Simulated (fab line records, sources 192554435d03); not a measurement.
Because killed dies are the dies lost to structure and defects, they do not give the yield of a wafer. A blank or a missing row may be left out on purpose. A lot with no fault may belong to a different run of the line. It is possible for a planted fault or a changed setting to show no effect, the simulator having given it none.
Matching of chambers || flow n5 finfet || 4 sister chambers for N5_BEOL_M5_DESCUM_33 on rie diel-02
The step chemistry O2, time 7 s. 7 wafers are shown with their chamber, then 9 later ones without.

WAFERS WITH THEIR CHAMBER
{"wafer": "L082.2", "chamber": 2, "showerhead plenum p Torr (Torr)": 2.09, "oes product au (a.u.)": 1.01}
{"wafer": "L082.4", "chamber": 1, "showerhead plenum p Torr (Torr)": 2.16, "oes product au (a.u.)": 0.70}
{"wafer": "L082.5", "chamber": 3, "showerhead plenum p Torr (Torr)": 2.23, "oes product au (a.u.)": 0.86}
{"wafer": "L082.6", "chamber": 0, "showerhead plenum p Torr (Torr)": 2.08, "oes product au (a.u.)": 0.73}
{"wafer": "L084.1", "chamber": 3, "showerhead plenum p Torr (Torr)": 2.23, "oes product au (a.u.)": 0.85}
{"wafer": "L084.3", "chamber": 0, "showerhead plenum p Torr (Torr)": 2.07, "oes product au (a.u.)": 0.72}
{"wafer": "L084.6", "chamber": 1, "showerhead plenum p Torr (Torr)": 2.16, "oes product au (a.u.)": 0.69}

WAFERS WHOSE CHAMBER IS MISSING
{"wafer": "L090.1", "showerhead plenum p Torr (Torr)": 2.15, "oes product au (a.u.)": 0.69}
{"wafer": "L090.2", "showerhead plenum p Torr (Torr)": 2.22, "oes product au (a.u.)": 0.84}
{"wafer": "L090.3", "showerhead plenum p Torr (Torr)": 2.08, "oes product au (a.u.)": 0.94}
{"wafer": "L090.4", "showerhead plenum p Torr (Torr)": 2.07, "oes product au (a.u.)": 0.71}
{"wafer": "L090.5", "showerhead plenum p Torr (Torr)": 2.15, "oes product au (a.u.)": 0.70}
{"wafer": "L090.6", "showerhead plenum p Torr (Torr)": 2.08, "oes product au (a.u.)": 0.94}
{"wafer": "L094.2", "showerhead plenum p Torr (Torr)": 2.15, "oes product au (a.u.)": 0.69}
{"wafer": "L094.5", "showerhead plenum p Torr (Torr)": 2.15, "oes product au (a.u.)": 0.69}
{"wafer": "L094.6", "showerhead plenum p Torr (Torr)": 2.07, "oes product au (a.u.)": 0.71}

THE CHAMBER EACH PASSED THROUGH
{"wafer": "L090.1", "from the rows above": 1, "in truth": 1}
{"wafer": "L090.2", "from the rows above": 3, "in truth": 3}
{"wafer": "L090.3", "from the rows above": 2, "in truth": 2}
{"wafer": "L090.4", "from the rows above": 0, "in truth": 0}
{"wafer": "L090.5", "from the rows above": 1, "in truth": 1}
{"wafer": "L090.6", "from the rows above": 2, "in truth": 2}
{"wafer": "L094.2", "from the rows above": 1, "in truth": 1}
{"wafer": "L094.5", "from the rows above": 1, "in truth": 1}
{"wafer": "L094.6", "from the rows above": 0, "in truth": 0}
Placed correctly: 9 of 9. From these rows, 0 cannot be placed. 0 placed wrongly.
How it was worked out, from the rows above alone: a wafer's distance from a chamber is the root of the sum, over the readings, of the square of ((its reading less the chamber's mean) divided by the reading's scatter). The wafer belongs to the nearest chamber; if the next one is less than 2 further off, it can't be placed. The mean given for a chamber averages the wafers shown for that chamber. How the scatter is found: for the shown wafers, subtract from each reading the mean of its chamber, square and add these, divide the total by (wafers less chambers), then take the root.
